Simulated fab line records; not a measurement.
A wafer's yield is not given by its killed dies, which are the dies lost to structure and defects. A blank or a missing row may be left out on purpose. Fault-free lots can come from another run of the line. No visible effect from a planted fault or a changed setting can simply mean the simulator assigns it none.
fab line records :: flow n5_finfet
record
  lots=4
  wafers=12
  last_day=17
route steps=1938 shown BEOL_M3@1012 BEOL_M4@1021 PASSIVATION@1936
lots that met no fault: from a run of the same line without faults
start_h: hours from the record's first day to the start of the lot's first wafer shown :: wait_h: hours since the lot's step before :: " same as the row above :: L1.1+2: a single row standing in for several wafers :: - value missing, or start not given :: * or withheld: withheld :: < > ~ a bound
route shown NAME@n: NAME is a module with steps in the file, n the number in the route of the first one :: usual: average and standard deviation across the fault-free wafers :: same: alike in all rows :: chamber/n: place in a boat :: sites: per-site readings :: _std_site: standard deviation across them :: _edge_site: mean of outer sites minus mean of inner sites :: radius_mm: for every site, how far away it sits from the centre of the wafer :: mask NAME#n: copy n :: behind: tool/chamber where the wafer was last shaped :: hold: the reason the lot was held/the length of the hold in hours/how it ended :: device: whichever transistor did not switch (one of n, p or np) :: end of line: tests run on the same wafers once the route is complete :: a step with no rows: only its recipe :: killed: count of dies lost to structure and defects at first sort (not the wafer's yield) :: map: the dies of a wafer, with x for killed, . for not killed, _ for no die there
set.NAME: the setting as run; set.NAME@STEP: as run at that earlier step :: model.NAME: the simulator's own value behind a step, which no gauge read
lots seen at some steps along the route; tables by step, rows by wafer
services: the hour from which a tool's chamber was out of use, counted from the record's first day as start_h (under 0 if before that day), plus the number of hours and why
## steps
# step N5_BEOL_M3_ANNEAL_51
# recipe
  temp_c=225
  time_s=90
  ambient=N2
# step N5_BEOL_M3_CMP_52
# recipe
  stop_on=SiOC
  t_overpolish_s=6.8
  down_force_psi=1
  platen_rpm=50
  clearing_platen_down_force_psi=1.5
  clearing_platen_rpm=50
  post_cmp_clean=cu_alkaline
  target_thk_nm=40
  clearing_platen_pad_velocity_m_s=0.99484
  pad_velocity_m_s=0.99484
# step N5_BEOL_M3_PRE_CLEAN_60
# recipe
  gas=NH3/H2
  time_s=15
  temp_c=*
  rf_power_w=300
# step N5_BEOL_M3_CO_CAP_55
# recipe
  material=Co
  target_thk_a=20
  temp_c=200
  precursor=CCTBA/H2
  pressure_torr=30
  time_s=102.1
# step N5_BEOL_M3_PRE_CLEAN_56
# recipe
  gas=NH3
  time_s=15
  temp_c=withheld
  rf_power_w=300
# step N5_BEOL_M3_DEP_57
# recipe
  material=SiCN
  target_thk_a=80
  temp_c=withheld
  precursor=3MS/NH3
  pressure_torr=3
  rf_w=202
  time_s=14
# step N5_BEOL_M4_ILD_DEP_00
# recipe
  material=SiOC
  target_thk_a=790
  temp_c=350
  precursor=DEMS/O2
  pressure_torr=5
  rf_w=500
  time_s=15.3
# step N5_BEOL_M4_PECVD_72
# recipe
  material=SiO2
  target_thk_a=160
  temp_c=400
  precursor=TEOS/O2
  pressure_torr=5.5
  rf_w=450
  teos_flow_sccm=53.8
  gas=O2
  flow_sccm=3000
  time_s=18
# step N5_BEOL_M4_HM_DEP_02
# recipe
  material=TiN
  target_thk_a=200
  temp_c=25
  chamber_pressure_pa=0.49996
# usual
  throttle_valve_pct=29.7/1
lot.wafer: L414.1
tool: pvd_sputter-03
chamber: -
start_h: 177.73
wait_h: 0.4
throttle_valve_pct: 31.3
model.TiN_of_BEOL_M4_HM_DEP_02.thk_nm: 20

lot.wafer: L414.2
tool: pvd_sputter-03
chamber: -
start_h: 177.73
wait_h: 0.4
throttle_valve_pct: 27.9
model.TiN_of_BEOL_M4_HM_DEP_02.thk_nm: 19.6

lot.wafer: L414.5
tool: pvd_sputter-03
chamber: -
start_h: 177.73
wait_h: 0.4
throttle_valve_pct: 28.0
model.TiN_of_BEOL_M4_HM_DEP_02.thk_nm: 19.6

lot.wafer: L425.3
tool: pvd_sputter-03
chamber: -
start_h: 236.93
wait_h: 0.1
throttle_valve_pct: 29.8
model.TiN_of_BEOL_M4_HM_DEP_02.thk_nm: 20.2

lot.wafer: L425.4
tool: pvd_sputter-03
chamber: -
start_h: 236.93
wait_h: 0.1
throttle_valve_pct: 27.8
model.TiN_of_BEOL_M4_HM_DEP_02.thk_nm: 15

lot.wafer: L425.5
tool: pvd_sputter-03
chamber: -
start_h: 236.93
wait_h: 0.1
throttle_valve_pct: 29.3
model.TiN_of_BEOL_M4_HM_DEP_02.thk_nm: 20

lot.wafer: L426.1
tool: pvd_sputter-03
chamber: -
start_h: 240.49
wait_h: 1.3
throttle_valve_pct: 29.6
model.TiN_of_BEOL_M4_HM_DEP_02.thk_nm: 15.2

lot.wafer: L426.3
tool: pvd_sputter-03
chamber: -
start_h: 240.49
wait_h: 1.3
throttle_valve_pct: 31.3
model.TiN_of_BEOL_M4_HM_DEP_02.thk_nm: 20

lot.wafer: L426.4
tool: pvd_sputter-03
chamber: -
start_h: 240.49
wait_h: 1.3
throttle_valve_pct: 28.0
model.TiN_of_BEOL_M4_HM_DEP_02.thk_nm: 15

lot.wafer: L434.3
tool: pvd_sputter-02
chamber: -
start_h: 288.54
wait_h: 0.6
throttle_valve_pct: 29.9
model.TiN_of_BEOL_M4_HM_DEP_02.thk_nm: 19.8

lot.wafer: L434.5
tool: pvd_sputter-02
chamber: -
start_h: 288.54
wait_h: 0.6
throttle_valve_pct: 30.1
model.TiN_of_BEOL_M4_HM_DEP_02.thk_nm: 20

lot.wafer: L434.6
tool: pvd_sputter-02
chamber: -
start_h: 288.54
wait_h: 0.6
throttle_valve_pct: 28.7
model.TiN_of_BEOL_M4_HM_DEP_02.thk_nm: 19.6
# step N5_BEOL_M4_COAT_61
# recipe
  resist=SOC
  temp_c=250
  time_s=60
  spin_rpm=1500
  resist_thk_nm=60
# step N5_BEOL_M4_COAT_62
# recipe
  resist=SiARC
  temp_c=220
  time_s=60
  spin_rpm=1500
  resist_thk_nm=12
# step N5_BEOL_M4_COAT_73
# recipe
  resist=underlayer
  temp_c=205
  time_s=60
  spin_rpm=1500
  resist_thk_nm=5
# step N5_BEOL_M4_COAT_05
# recipe
  resist=CAR-EUV
  spin_rpm=1500
  resist_thk_nm=30
# step N5_BEOL_M4_EBR_07
# recipe
  solvent=PGMEA
  ebr_width_mm=1.5
# step N5_BEOL_M4_SOFTBAKE_06
# recipe
  temp_c=110
  time_s=60
  resist=CAR-EUV
# step N5_BEOL_M4_EXPOSE_08
# recipe
  mask_id=M4
  na=0.33
  source_shape=dipole
  sigma_inner=0.369
  sigma_outer=0.767
  polarization=unpolarized
  dose_mj=41.25
# step N5_BEOL_M4_PEB_09
# recipe
  peb_temp_c=100
  peb_time_s=60
  resist=CAR-EUV
# step N5_BEOL_M4_DEVELOP_10
# recipe
  develop_time_s=30
  developer=TMAH
  resist=CAR-EUV
  rinse_liquid=surfactant_rinse
  dry=air_spin
  dev_temp_c=23
# step N5_BEOL_M4_DESCUM_16
# recipe
  chemistry=O2
  time_s=7
  source_power_w=50
  bias_power_w=20
  pressure_mtorr=20
  rf_frequency_hz=2.712e+07
  temp_c=40
  resist=CAR-EUV
  o2_flow_sccm=225
# step N5_BEOL_M4_ETCH_74
# recipe
  chemistry=N2/H2
  target=underlayer
  target_depth_a=65
  mask_material=CAR-EUV
  time_s=5.2
  ion_energy_ev=200
  pressure_mtorr=30
  source_w=840
  bias_w=150
  n2_flow_sccm=200
  h2_flow_sccm=200
  ends=cleared
# step N5_BEOL_M4_ETCH_63
# recipe
  chemistry=CF4
  target=SiARC
  target_depth_a=156
  mask_material=CAR-EUV
  time_s=26
  ion_energy_ev=80
  pressure_mtorr=40
  source_w=545
  bias_w=36
  Ar_flow_sccm=100
  cf4_flow_sccm=100
  ends=cleared
# step N5_BEOL_M4_ETCH_64
# recipe
  chemistry=N2/H2
  target=SOC
  target_depth_a=750
  overetch_a=225
  mask_material=SiARC
  temp_c=40
  time_s=121.9
  ion_energy_ev=200
  pressure_mtorr=30
  source_w=840
  bias_w=150
  n2_flow_sccm=200
  h2_flow_sccm=200
# step N5_BEOL_M4_STRIP_65
# recipe
  chemistry=N2/H2
  temp_c=40
  n2_flow_sccm=200
  h2_flow_sccm=200
  rf_frequency_hz=6e+07
# step N5_BEOL_M4_STRIP_75
# recipe
  chemistry=N2/H2
  temp_c=40
  n2_flow_sccm=200
  h2_flow_sccm=200
  rf_frequency_hz=6e+07
# step N5_BEOL_M4_STRIP_66
# recipe
  chemistry=CF4
  resist=SiARC
  power_w=300
  bias_power_w=75
  pressure_mtorr=50
  cf4_flow_sccm=150
  rf_frequency_hz=6e+07
# step N5_BEOL_M4_HM_OPEN_17
# recipe
  chemistry=Cl2/BCl3
  target_depth_a=200
  overetch_a=60
  target=TiN
  mask_material=SOC
  ion_energy_ev=150
  pressure_mtorr=10
  icp_w=1000
  bias_w=126
  Cl2_flow_sccm=53.25
  bcl3_flow_sccm=21.75
  Ar_flow_sccm=25
# usual
  drypump_motor_current_A=5.8/0.4
  oes_product_au=0.63/0.095
  throttle_valve_pct=22.34/0.21
lot.wafer: L414.1
tool: rie_metal-03
chamber: 1
start_h: 178.50
wait_h: 0.0
drypump_motor_current_A: 6.0
oes_product_au: 0.53
rf_hours_counter_h: 118
throttle_valve_pct: 22.16
model.etch.depth_nm: 19.96

lot.wafer: L414.2
tool: rie_metal-03
chamber: 0
start_h: 178.50
wait_h: 0.0
drypump_motor_current_A: 6.0
oes_product_au: 0.69
rf_hours_counter_h: 24
throttle_valve_pct: 22.51
model.etch.depth_nm: 19.58

lot.wafer: L414.5
tool: rie_metal-03
chamber: 0
start_h: 178.50
wait_h: 0.0
drypump_motor_current_A: 6.0
oes_product_au: 0.71
rf_hours_counter_h: -
throttle_valve_pct: 22.52
model.etch.depth_nm: 19.64

lot.wafer: L425.3
tool: rie_metal-01
chamber: 0
start_h: 238.82
wait_h: 0.1
drypump_motor_current_A: 4.9
oes_product_au: 0.53
rf_hours_counter_h: -
throttle_valve_pct: 22.51
model.etch.depth_nm: 20.19

lot.wafer: L425.4
tool: rie_metal-01
chamber: 1
start_h: 238.82
wait_h: 0.1
drypump_motor_current_A: 6.0
oes_product_au: 0.50
rf_hours_counter_h: -
throttle_valve_pct: 22.59
model.etch.depth_nm: 15.04

lot.wafer: L425.5
tool: rie_metal-01
chamber: 1
start_h: 238.82
wait_h: 0.1
drypump_motor_current_A: 6.0
oes_product_au: 0.57
rf_hours_counter_h: -
throttle_valve_pct: 22.44
model.etch.depth_nm: 19.95

lot.wafer: L426.1
tool: rie_metal-03
chamber: 0
start_h: 241.37
wait_h: 0.0
drypump_motor_current_A: 6.1
oes_product_au: 0.59
rf_hours_counter_h: 30
throttle_valve_pct: 22.68
model.etch.depth_nm: 15.21

lot.wafer: L426.3
tool: rie_metal-03
chamber: 0
start_h: 241.37
wait_h: 0.0
drypump_motor_current_A: 6.0
oes_product_au: 0.69
rf_hours_counter_h: -
throttle_valve_pct: 22.52
model.etch.depth_nm: 19.97

lot.wafer: L426.4
tool: rie_metal-03
chamber: 1
start_h: 241.37
wait_h: 0.0
drypump_motor_current_A: 6.0
oes_product_au: 0.45
rf_hours_counter_h: -
throttle_valve_pct: 22.32
model.etch.depth_nm: 14.97

lot.wafer: L434.3
tool: rie_metal-02
chamber: 1
start_h: 289.34
wait_h: 0.1
drypump_motor_current_A: 5.5
oes_product_au: 0.57
rf_hours_counter_h: -
throttle_valve_pct: 22.52
model.etch.depth_nm: 19.85

lot.wafer: L434.5
tool: rie_metal-02
chamber: 0
start_h: 289.34
wait_h: 0.1
drypump_motor_current_A: 6.1
oes_product_au: 0.74
rf_hours_counter_h: -
throttle_valve_pct: 22.05
model.etch.depth_nm: 19.92

lot.wafer: L434.6
tool: rie_metal-02
chamber: 1
start_h: 289.34
wait_h: 0.1
drypump_motor_current_A: 5.5
oes_product_au: 0.57
rf_hours_counter_h: -
throttle_valve_pct: 22.51
model.etch.depth_nm: 19.7
# step N5_BEOL_M4_STRIP_19
# recipe
  chemistry=O2
  power_w=400
  temp_c=40
  pressure_mtorr=30
  rf_frequency_hz=6e+07
  bias_power_w=0
  overash_fraction=0.2
  o2_flow_sccm=225
# step N5_BEOL_M4_COAT_67
# recipe
  resist=SOC
  temp_c=250
  time_s=60
  spin_rpm=1500
  resist_thk_nm=60
# step N5_BEOL_M4_COAT_68
# recipe
  resist=SiARC
  temp_c=220
  time_s=60
  spin_rpm=1500
  resist_thk_nm=12
# step N5_BEOL_M4_COAT_76
# recipe
  resist=underlayer
  temp_c=205
  time_s=60
  spin_rpm=1500
  resist_thk_nm=5
# step N5_BEOL_M4_COAT_22
# recipe
  resist=CAR-EUV
  spin_rpm=1500
  resist_thk_nm=30
# step N5_BEOL_M4_EBR_24
# recipe
  solvent=PGMEA
  ebr_width_mm=1.5
# step N5_BEOL_M4_SOFTBAKE_23
# recipe
  temp_c=110
  time_s=60
  resist=CAR-EUV
# step N5_BEOL_M4_EXPOSE_25
# recipe
  mask_id=V3
  na=0.33
  source_shape=quasar
  sigma_inner=0.2
  sigma_outer=0.8
  polarization=unpolarized
  defocus_nm=5
  dose_mj=63
# step N5_BEOL_M4_TRENCH_ETCH_37
# recipe
  chemistry=C4F6/O2
  target_depth_a=555.55
  target=SiOC
  time_s=29.2
  ion_energy_ev=250
  pressure_mtorr=30
  source_w=355
  bias_w=185
  Ar_flow_sccm=300
  C4F6_flow_sccm=10
  O2_flow_sccm=10
# usual
  drypump_motor_current_A=5.5/0.39
  oes_f_703_au=0.76/0.078
  oes_o_777_au=0.75/0.082
  oes_product_au=0.76/0.08
  rf_vpp_V=666/9.5
  showerhead_plenum_p_Torr=2.84/0.11
  throttle_valve_pct=20.84/0.21
lot.wafer: L414.1
tool: rie_diel-04
chamber: 1
start_h: -
wait_h: -
drypump_motor_current_A: 5.3
oes_f_703_au: 0.70
oes_o_777_au: 0.70
oes_product_au: 0.70
rf_hours_counter_h: 216
rf_vpp_V: 658
showerhead_plenum_p_Torr: 2.95
throttle_valve_pct: 21.13
model.TiN_of_BEOL_M4_HM_DEP_02.thk_nm: 17.6

lot.wafer: L414.2
tool: rie_diel-04
chamber: 0
start_h: -
wait_h: -
drypump_motor_current_A: 5.9
oes_f_703_au: 0.70
oes_o_777_au: 0.68
oes_product_au: 0.70
rf_hours_counter_h: 197
rf_vpp_V: 658
showerhead_plenum_p_Torr: 2.71
throttle_valve_pct: 21.04
model.TiN_of_BEOL_M4_HM_DEP_02.thk_nm: 17.2

lot.wafer: L414.5
tool: rie_diel-04
chamber: 3
start_h: -
wait_h: -
drypump_motor_current_A: 5.6
oes_f_703_au: 0.67
oes_o_777_au: 0.66
oes_product_au: 0.70
rf_hours_counter_h: -
rf_vpp_V: 683
showerhead_plenum_p_Torr: 2.70
throttle_valve_pct: 20.80
model.TiN_of_BEOL_M4_HM_DEP_02.thk_nm: 17.4

lot.wafer: L425.3
tool: rie_diel-05
chamber: 2
start_h: -
wait_h: -
drypump_motor_current_A: 5.9
oes_f_703_au: 0.71
oes_o_777_au: 0.71
oes_product_au: 0.70
rf_hours_counter_h: 218
rf_vpp_V: 671
showerhead_plenum_p_Torr: 2.93
throttle_valve_pct: 20.79
model.TiN_of_BEOL_M4_HM_DEP_02.thk_nm: 17.8

lot.wafer: L425.4
tool: rie_diel-05
chamber: 0
start_h: -
wait_h: -
drypump_motor_current_A: 4.9
oes_f_703_au: 0.79
oes_o_777_au: 0.79
oes_product_au: 0.77
rf_hours_counter_h: 94
rf_vpp_V: 663
showerhead_plenum_p_Torr: 2.85
throttle_valve_pct: 20.35
model.TiN_of_BEOL_M4_HM_DEP_02.thk_nm: 12.8

lot.wafer: L425.5
tool: rie_diel-05
chamber: 3
start_h: -
wait_h: -
drypump_motor_current_A: 5.7
oes_f_703_au: 0.83
oes_o_777_au: 0.82
oes_product_au: 0.85
rf_hours_counter_h: -
rf_vpp_V: 672
showerhead_plenum_p_Torr: 3.01
throttle_valve_pct: 20.73
model.TiN_of_BEOL_M4_HM_DEP_02.thk_nm: 17.8

lot.wafer: L426.1
tool: rie_diel-02
chamber: 0
start_h: -
wait_h: -
drypump_motor_current_A: 5.7
oes_f_703_au: 0.68
oes_o_777_au: 0.67
oes_product_au: 0.69
rf_hours_counter_h: 225
rf_vpp_V: 672
showerhead_plenum_p_Torr: 2.72
throttle_valve_pct: 20.99
model.TiN_of_BEOL_M4_HM_DEP_02.thk_nm: 13

lot.wafer: L426.3
tool: rie_diel-02
chamber: 2
start_h: -
wait_h: -
drypump_motor_current_A: 5.9
oes_f_703_au: 0.72
oes_o_777_au: 0.72
oes_product_au: 0.70
rf_hours_counter_h: 224
rf_vpp_V: 648
showerhead_plenum_p_Torr: 2.93
throttle_valve_pct: 21.04
model.TiN_of_BEOL_M4_HM_DEP_02.thk_nm: 17.6

lot.wafer: L426.4
tool: rie_diel-02
chamber: 3
start_h: -
wait_h: -
drypump_motor_current_A: 5.4
oes_f_703_au: 0.84
oes_o_777_au: 0.83
oes_product_au: 0.85
rf_hours_counter_h: 62
rf_vpp_V: 663
showerhead_plenum_p_Torr: 2.88
throttle_valve_pct: 20.75
model.TiN_of_BEOL_M4_HM_DEP_02.thk_nm: 12.6

lot.wafer: L434.3
tool: rie_diel-04
chamber: 0
start_h: -
wait_h: -
drypump_motor_current_A: 5.8
oes_f_703_au: 0.67
oes_o_777_au: 0.66
oes_product_au: 0.67
rf_hours_counter_h: 232
rf_vpp_V: 657
showerhead_plenum_p_Torr: 2.70
throttle_valve_pct: 21.07
model.TiN_of_BEOL_M4_HM_DEP_02.thk_nm: 17.6

lot.wafer: L434.5
tool: rie_diel-04
chamber: 2
start_h: -
wait_h: -
drypump_motor_current_A: 4.8
oes_f_703_au: 0.83
oes_o_777_au: 0.83
oes_product_au: 0.82
rf_hours_counter_h: -
rf_vpp_V: 674
showerhead_plenum_p_Torr: 2.76
throttle_valve_pct: 20.79
model.TiN_of_BEOL_M4_HM_DEP_02.thk_nm: 17.6

lot.wafer: L434.6
tool: rie_diel-04
chamber: 0
start_h: -
wait_h: -
drypump_motor_current_A: 5.9
oes_f_703_au: 0.67
oes_o_777_au: 0.66
oes_product_au: 0.67
rf_hours_counter_h: -
rf_vpp_V: 656
showerhead_plenum_p_Torr: 2.70
throttle_valve_pct: 21.07
model.TiN_of_BEOL_M4_HM_DEP_02.thk_nm: 17.4
# step N5_BEOL_M4_RC_MEAS_101
# usual
  DIBL_N=36.9/1.7
  DIBL_P=36.7/2.1
  IOFF_N=0.17/0.032
  IOFF_P=0.22/0.036
  ION_N=674/12
  ION_P=461/7
  SS_N=71.7/0.6
  SS_P=73.4/0.67
  VT_N=249/3.1
  VT_P=-250/3.2
lot.wafer: L414.1
tool: prober-02
chamber: 0
start_h: 185.74
wait_h: 0.0
DIBL_N[mV/V]: 37.0
DIBL_P[mV/V]: 35.6
IOFF_N[nA/um]: 0.16
IOFF_P[nA/um]: 0.17
ION_N[uA/um]: 667
ION_P[uA/um]: 455
SS_N[mV/dec]: 71.3
SS_P[mV/dec]: 73.3
VT_N[mV]: 250
VT_P[mV]: -253

lot.wafer: L414.2
tool: prober-02
chamber: 0
start_h: 185.74
wait_h: 0.0
DIBL_N[mV/V]: 37.5
DIBL_P[mV/V]: 35.7
IOFF_N[nA/um]: 0.17
IOFF_P[nA/um]: 0.17
ION_N[uA/um]: 677
ION_P[uA/um]: 452
SS_N[mV/dec]: 71.7
SS_P[mV/dec]: 73.2
VT_N[mV]: 251
VT_P[mV]: -257

lot.wafer: L414.5
tool: prober-02
chamber: 0
start_h: 185.74
wait_h: 0.0
DIBL_N[mV/V]: 36.3
DIBL_P[mV/V]: 35.5
IOFF_N[nA/um]: 0.15
IOFF_P[nA/um]: 0.16
ION_N[uA/um]: 672
ION_P[uA/um]: 453
SS_N[mV/dec]: 71.6
SS_P[mV/dec]: 73.3
VT_N[mV]: 254
VT_P[mV]: -258

lot.wafer: L426.1
tool: prober-01
chamber: 0
start_h: 249.71
wait_h: 0.0
DIBL_N[mV/V]: 37.9
DIBL_P[mV/V]: 38.3
IOFF_N[nA/um]: 0.20
IOFF_P[nA/um]: 0.25
ION_N[uA/um]: 681
ION_P[uA/um]: 464
SS_N[mV/dec]: 71.8
SS_P[mV/dec]: 73.7
VT_N[mV]: 247
VT_P[mV]: -251

lot.wafer: L426.3
tool: prober-01
chamber: 0
start_h: 249.71
wait_h: 0.0
DIBL_N[mV/V]: 37.7
DIBL_P[mV/V]: 37.7
IOFF_N[nA/um]: 0.20
IOFF_P[nA/um]: 0.24
ION_N[uA/um]: 686
ION_P[uA/um]: 467
SS_N[mV/dec]: 72.0
SS_P[mV/dec]: 74.1
VT_N[mV]: 247
VT_P[mV]: -247

lot.wafer: L426.4
tool: prober-01
chamber: 0
start_h: 249.71
wait_h: 0.0
DIBL_N[mV/V]: 37.2
DIBL_P[mV/V]: 37.0
IOFF_N[nA/um]: 0.18
IOFF_P[nA/um]: 0.22
ION_N[uA/um]: 681
ION_P[uA/um]: 464
SS_N[mV/dec]: 70.8
SS_P[mV/dec]: 73.4
VT_N[mV]: 248
VT_P[mV]: -248

lot.wafer: L425.3
tool: prober-02
chamber: 0
start_h: 249.97
wait_h: 0.3
DIBL_N[mV/V]: 36.7
DIBL_P[mV/V]: 36.2
IOFF_N[nA/um]: 0.15
IOFF_P[nA/um]: 0.17
ION_N[uA/um]: 676
ION_P[uA/um]: 454
SS_N[mV/dec]: 71.7
SS_P[mV/dec]: 72.7
VT_N[mV]: 249
VT_P[mV]: -254

lot.wafer: L425.4
tool: prober-02
chamber: 0
start_h: 249.97
wait_h: 0.3
DIBL_N[mV/V]: 37.2
DIBL_P[mV/V]: 37.6
IOFF_N[nA/um]: 0.16
IOFF_P[nA/um]: 0.19
ION_N[uA/um]: 674
ION_P[uA/um]: 452
SS_N[mV/dec]: 72.1
SS_P[mV/dec]: 74.0
VT_N[mV]: 248
VT_P[mV]: -253

lot.wafer: L425.5
tool: prober-02
chamber: 0
start_h: 249.97
wait_h: 0.3
DIBL_N[mV/V]: 37.8
DIBL_P[mV/V]: 38.5
IOFF_N[nA/um]: 0.19
IOFF_P[nA/um]: 0.21
ION_N[uA/um]: 682
ION_P[uA/um]: 456
SS_N[mV/dec]: 71.6
SS_P[mV/dec]: 73.5
VT_N[mV]: 246
VT_P[mV]: -252

lot.wafer: L434.3
tool: prober-02
chamber: 0
start_h: 295.51
wait_h: 0.3
DIBL_N[mV/V]: 40.0
DIBL_P[mV/V]: 40.8
IOFF_N[nA/um]: 0.26
IOFF_P[nA/um]: 0.32
ION_N[uA/um]: 698
ION_P[uA/um]: 473
SS_N[mV/dec]: 73.2
SS_P[mV/dec]: 75.6
VT_N[mV]: 244
VT_P[mV]: -245

lot.wafer: L434.5
tool: prober-02
chamber: 0
start_h: 295.51
wait_h: 0.3
DIBL_N[mV/V]: 38.0
DIBL_P[mV/V]: 38.5
IOFF_N[nA/um]: 0.20
IOFF_P[nA/um]: 0.27
ION_N[uA/um]: 691
ION_P[uA/um]: 468
SS_N[mV/dec]: 72.0
SS_P[mV/dec]: 73.5
VT_N[mV]: 250
VT_P[mV]: -246

lot.wafer: L434.6
tool: prober-02
chamber: 0
start_h: 295.51
wait_h: 0.3
DIBL_N[mV/V]: 37.7
DIBL_P[mV/V]: 38.6
IOFF_N[nA/um]: 0.20
IOFF_P[nA/um]: 0.28
ION_N[uA/um]: 682
ION_P[uA/um]: 466
SS_N[mV/dec]: 71.4
SS_P[mV/dec]: 74.5
VT_N[mV]: 247
VT_P[mV]: -246
# step N5_PASSIVATION_PROBE_49
# usual
  defect_limited_yield=91.7/1.5
  killed_at_M0_to_M3=32/9.6
  killed_at_M4_up=13/5.3
  killed_at_contacts=12/6.8
  killed_at_front_end=36/9.8
  killed_at_other=4/3.1
  killed_dies=98/17
  killed_open=65/13
  killed_short=32/8.5
  sort_bin_5_function=4.9/0.93
  sort_bin_6_memory=3.2/0.67
  sort_bin_8_speed=0.00/0.02
  sort_n_pass=1082/17
  sort_yield_pct=91.7/1.4
# same
  gross_dies=1180
  killed_at_back_side=0
  sort_bin_4_leakage[%]=0
lot.wafer: L414.1
tool: prober-02
chamber: -
start_h: 280.34
wait_h: 0.0
defect_limited_yield[%]: 91.9
killed_at_M0_to_M3: 50
killed_at_M4_up: 5
killed_at_contacts: 5
killed_at_front_end: 31
killed_at_other: 5
killed_dies: 96
killed_open: 56
killed_short: 38
sort_bin_5_function[%]: 4.2
sort_bin_6_memory[%]: 3.7
sort_bin_8_speed[%]: 0
sort_n_pass: 1084
sort_yield_pct[%]: 91.9

lot.wafer: L414.2
tool: prober-02
chamber: -
start_h: 280.39
wait_h: 0.1
defect_limited_yield[%]: 92.3
killed_at_M0_to_M3: 26
killed_at_M4_up: 11
killed_at_contacts: 8
killed_at_front_end: 42
killed_at_other: 4
killed_dies: 91
killed_open: 54
killed_short: 35
sort_bin_5_function[%]: 4.1
sort_bin_6_memory[%]: 3.5
sort_bin_8_speed[%]: 0
sort_n_pass: 1089
sort_yield_pct[%]: 92.3

lot.wafer: L414.5
tool: prober-02
chamber: -
start_h: 280.54
wait_h: 0.2
defect_limited_yield[%]: 89.5
killed_at_M0_to_M3: 42
killed_at_M4_up: 17
killed_at_contacts: 9
killed_at_front_end: 55
killed_at_other: 1
killed_dies: 124
killed_open: 71
killed_short: 52
sort_bin_5_function[%]: 6.3
sort_bin_6_memory[%]: 4.0
sort_bin_8_speed[%]: 0
sort_n_pass: 1056
sort_yield_pct[%]: 89.5

lot.wafer: L425.5
tool: prober-02
chamber: -
start_h: 351.58
wait_h: 0.2
defect_limited_yield[%]: 90.0
killed_at_M0_to_M3: 43
killed_at_M4_up: 22
killed_at_contacts: 6
killed_at_front_end: 39
killed_at_other: 8
killed_dies: 118
killed_open: 75
killed_short: 41
sort_bin_5_function[%]: 5.7
sort_bin_6_memory[%]: 3.8
sort_bin_8_speed[%]: 0
sort_n_pass: 1062
sort_yield_pct[%]: 90.0
# killed by level:class
L414.1 BEOL_M1:geometric_particle:open=16 BEOL_M0_SAQP:geometric_particle:short=14 BEOL_M0_SAQP:geometric_particle:open=9 GATE_CUT:geometric_particle:short=5 MOL_CONTACT_COAG:geometric_particle:open=5 FIN_SAQP:geometric_particle:short=4 DUMMY_GATE:geometric_particle:open=4 BEOL_M3:geometric_particle:open=4
L414.2 STI_FIN_REVEAL:geometric_particle:open=10 GATE_CUT:geometric_particle:short=7 BEOL_M1:geometric_particle:open=7 STI_FIN_REVEAL:geometric_particle:short=5 MOL_CONTACT_COAG:geometric_particle:open=5 BEOL_M0_SAQP:geometric_particle:short=5 BEOL_M0_SAQP:geometric_particle:open=4 BEOL_M4:geometric_particle:open=4
L414.5 STI_FIN_REVEAL:geometric_particle:open=15 BEOL_M0_SAQP:geometric_particle:short=15 BEOL_M3:geometric_particle:open=10 FIN_SAQP:geometric_particle:short=9 BEOL_M0_SAQP:geometric_particle:open=9 MOL_CONTACT_COAG:geometric_particle:open=8 GATE_CUT:geometric_particle:short=5 BEOL_M8:geometric_particle:open=5
L425.5 STI_FIN_REVEAL:geometric_particle:open=15 BEOL_M0_SAQP:geometric_particle:short=10 BEOL_M4:geometric_particle:open=8 BEOL_M2:geometric_particle:open=6 BEOL_M0_SAQP:geometric_particle:open=6 BEOL_M1:geometric_particle:open=6 BEOL_M3:geometric_particle:open=6 FIN_SAQP:geometric_particle:short=5
## services
tool: rie_diel-04
chamber: 1
start_h: 165.57
hours: 6.6
kind: repair

tool: rie_metal-01
chamber: 0
start_h: 167.21
hours: 9.9
kind: repair

tool: rie_diel-02
chamber: 1
start_h: 169.13
hours: 2.1
kind: repair

tool: rie_diel-04
chamber: -
start_h: 212.45
hours: 14.6
kind: pm

tool: rie_diel-05
chamber: 0
start_h: 213.96
hours: 11.5
kind: repair

tool: rie_diel-05
chamber: -
start_h: 227.23
hours: 15.6
kind: pm

tool: rie_metal-03
chamber: 1
start_h: 243.22
hours: -
kind: clean

tool: rie_metal-03
chamber: 1
start_h: 243.22
hours: 25.3
kind: scheduled_down

tool: rie_metal-03
chamber: 1
start_h: 243.22
hours: 25.3
kind: vent_cycle

tool: rie_metal-03
chamber: -
start_h: 245.41
hours: 2.8
kind: pm

tool: rie_metal-01
chamber: 0
start_h: 247.21
hours: -
kind: clean

tool: rie_metal-01
chamber: 0
start_h: 247.21
hours: 23.1
kind: scheduled_down

tool: rie_metal-01
chamber: 0
start_h: 247.21
hours: 23.1
kind: vent_cycle

tool: rie_diel-05
chamber: 1
start_h: 253.43
hours: 2.5
kind: repair

tool: rie_diel-02
chamber: -
start_h: 273.16
hours: 0.6
kind: repair

tool: rie_diel-05
chamber: -
start_h: 278.82
hours: 0.5
kind: repair

tool: rie_diel-05
chamber: 2
start_h: 282.21
hours: 3.3
kind: repair

tool: rie_diel-04
chamber: 1
start_h: 289.29
hours: -
kind: clean

tool: rie_diel-04
chamber: 1
start_h: 289.29
hours: -
kind: consumable_replace:focus_ring

tool: rie_diel-04
chamber: 1
start_h: 289.29
hours: 17.8
kind: scheduled_down

tool: rie_diel-04
chamber: 1
start_h: 289.29
hours: 17.8
kind: vent_cycle
## key
first_sign none at tools or gauges
model_effect
  step=N5_BEOL_M4_HM_DEP_02
  value=TiN_of_BEOL_M4_HM_DEP_02.thk_nm
  without=19.67
  struck=15.07
model_effect
  step=N5_BEOL_M4_HM_OPEN_17
  value=etch.depth_nm
  without=19.62
  struck=15.07
model_effect
  step=N5_BEOL_M4_TRENCH_ETCH_37
  value=TiN_of_BEOL_M4_HM_DEP_02.thk_nm
  without=17.27
  struck=12.8
met_at N5_BEOL_M4_HM_DEP_02
struck_wafers L425.4,L426.1,L426.4
onset_between 177.73 236.93
fault
  kind=process_parameter_drift
  tool=pvd_sputter-03
  chamber=-
  onset_h=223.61
  steps=N5_BEOL_M4_HM_DEP_02
  channel=target_thk_a
  offset=*
  shape=step
  end_h=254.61
  scope=struck_wafers_only
  acts_in=*
  stated=*
